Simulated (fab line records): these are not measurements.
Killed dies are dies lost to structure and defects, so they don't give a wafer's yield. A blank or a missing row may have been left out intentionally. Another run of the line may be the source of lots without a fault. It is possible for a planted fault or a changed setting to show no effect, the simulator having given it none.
Comparing a struck lot with a sound one :: flow n5_finfet :: 40 out of 1938 route steps
Sound: these wafers, L494.2, L494.3, L494.5. Struck: wafers L499.2, L499.6 (left out: L499.3, a lot-mate that was not struck); the cause follows at the end.
Order at every step that has rows: each side's tool, ch and its chambers, its first start. Under that, the readings that differ: sound wafers :: struck wafers :: difference of the means :: sigmas: that difference in standard deviations of wafers without a fault.
alike: same words and numbers on both sides, and readings whose means sit less than 2 such deviations apart. not compared: any withheld reading, any reading some wafer has no value for, any bound like >300 that may hide the same value, and any number with overlapping values for which the record gives no deviation.
A row with sigmas, a row that says differs or no value, or rows on one side alone: a step with any of these is where the two part. Numbers that have no deviation but don't overlap get no sigmas and don't part them. A reading missing from all wafers of one side parts the sides only when that side holds two or more wafers.

first, 9 steps without rows for these wafers: N5_BEOL_M0_CUTY_COAT_50 (time 60 s, resist thk 15 nm); N5_BEOL_M0_CUTY_COAT_51 (resist thk 150 nm); N5_BEOL_M0_CUTY_EBR_52; N5_BEOL_M0_CUTY_SOFTBAKE_53 (time 60 s); N5_BEOL_M0_CUTY_EXPOSE_54 (exposes mask M0 ABLK); N5_BEOL_M0_CUTY_PEB_55 (peb time 60 s); N5_BEOL_M0_CUTY_DEVELOP_56 (develop time 30 s); N5_BEOL_M0_CUTY_DESCUM_61 (chemistry O2, time 7.9 s); N5_BEOL_M0_CUTY_ETCH_62 (etches SiARC in CF4, time 58.5 s).
N5_BEOL_M0_CUTY_ETCH_63: etches SOC in N2/H2, target depth 82.7 nm, overetch 16.5 nm, time 124 s.
  sound on rie_diel-03 ch 1,2, day 7 10:12; struck on rie_diel-03 ch 0, day 8 19:10
reading: model.etch.depth_nm (nm)
sound: 70.95 71.04 70.95
struck: 60.5 60.19
difference: -10.6
sigmas: 

reading: model.SiO2_of_BEOL_M0_SAQP_SPACER2_ALD_26.thk_nm (nm)
sound: 7 7.2 7
struck: 8.4 8.4
difference: +1.3
sigmas: 
  alike: drypump_motor_current_A, oes_product_au, rf_vpp_V, showerhead_plenum_p_Torr, throttle_valve_pct
  not compared: rf_hours_counter_h
then, 28 steps without rows for these wafers: N5_BEOL_M0_CUTY_STRIP_64 (strips in N2/H2); N5_BEOL_M0_ETCH_138 (etches SiCN in CH3F/O2, target depth 12 nm, time 31.6 s); N5_BEOL_M0_HM_OPEN_105 (chemistry Cl2/BCl3, target TiN, target depth 12 nm); N5_BEOL_M0_STRIP_140 (strips in CF4); N5_BEOL_M0_STRIP_104 (strips in N2/H2); N5_BEOL_M0_WET_ETCH_106 (etches SiO2 in DHF, target depth 130 nm, rinse time 30 s); N5_BEOL_M0_ETCH_128 (etches SiCN in CF4/N2, target depth 12 nm, overetch 5.1 nm, time 21.4 s); N5_BEOL_M0_TRENCH_ETCH_107 (etches SiOC in C4F6/O2, target depth 32.8 nm, time 16.4 s); N5_BEOL_M0_STRIP_142 (strips in N2/H2, time 10 s); N5_BEOL_M0_HM_STRIP_129 (strips TiN in peroxide tin strip, target depth 17 nm, time 108 s); N5_BEOL_M0_SRD_130 (time 30 s); N5_BEOL_M0_ETCH_109 (etches SiCN in CH3F/O2, target depth 8 nm, overetch 2.4 nm, time 27.4 s); N5_BEOL_M0_STRIP_139 (strips in post etch residue remover, time 60 s); N5_BEOL_M0_SRD_111 (time 30 s); N5_BEOL_M0_DEGAS_112 (time 60 s); N5_BEOL_M0_PRE_CLEAN_113 (time 30 s); N5_BEOL_M0_ALD_136 (deposits TaN, pulse time 2 s, purge time 3 s, co reactant purge time 2 s); N5_BEOL_M0_SURFACE_TREAT_137; N5_BEOL_M0_CVD_115 (deposits Co from CCTBA/H2, time 120 s); N5_BEOL_M0_SPUTTER_116 (material Cu, target thk 4 nm, time 7.37 s); N5_BEOL_M0_ANNEAL_117 (time 60 s); N5_BEOL_M0_SPUTTER_132 (material Cu, target thk 4 nm, time 7.37 s); N5_BEOL_M0_ANNEAL_133 (time 60 s); N5_BEOL_M0_SPUTTER_134 (material Cu, target thk 4 nm, time 7.37 s); N5_BEOL_M0_ANNEAL_135 (time 60 s); N5_BEOL_M0_SPUTTER_141 (material Cu, target thk 4 nm, time 7.37 s); N5_BEOL_M0_ECD_118 (material Cu, target thk 300 nm); N5_BEOL_M0_ANNEAL_119 (time 90 s).
N5_BEOL_M4_RC_MEAS_101:
  the record has rows for the sound wafers here (prober-02 ch 0, day 10 19:51) and none for the struck ones
-- the record jumps here: 8 days lie between the struck wafers' starts before and after (it left off in module BEOL_M4 and takes up again in module PASSIVATION, whose first step shown is number 1936 of the route) --
N5_PASSIVATION_PROBE_49:
  the record has rows for the struck wafers here (prober-01, day 16 21:38) and none for the sound ones

## WHERE THEY PART
Earliest at N5_BEOL_M4_RC_MEAS_101; latest, in this record, at N5_PASSIVATION_PROBE_49.

WHY: what the simulator had put in
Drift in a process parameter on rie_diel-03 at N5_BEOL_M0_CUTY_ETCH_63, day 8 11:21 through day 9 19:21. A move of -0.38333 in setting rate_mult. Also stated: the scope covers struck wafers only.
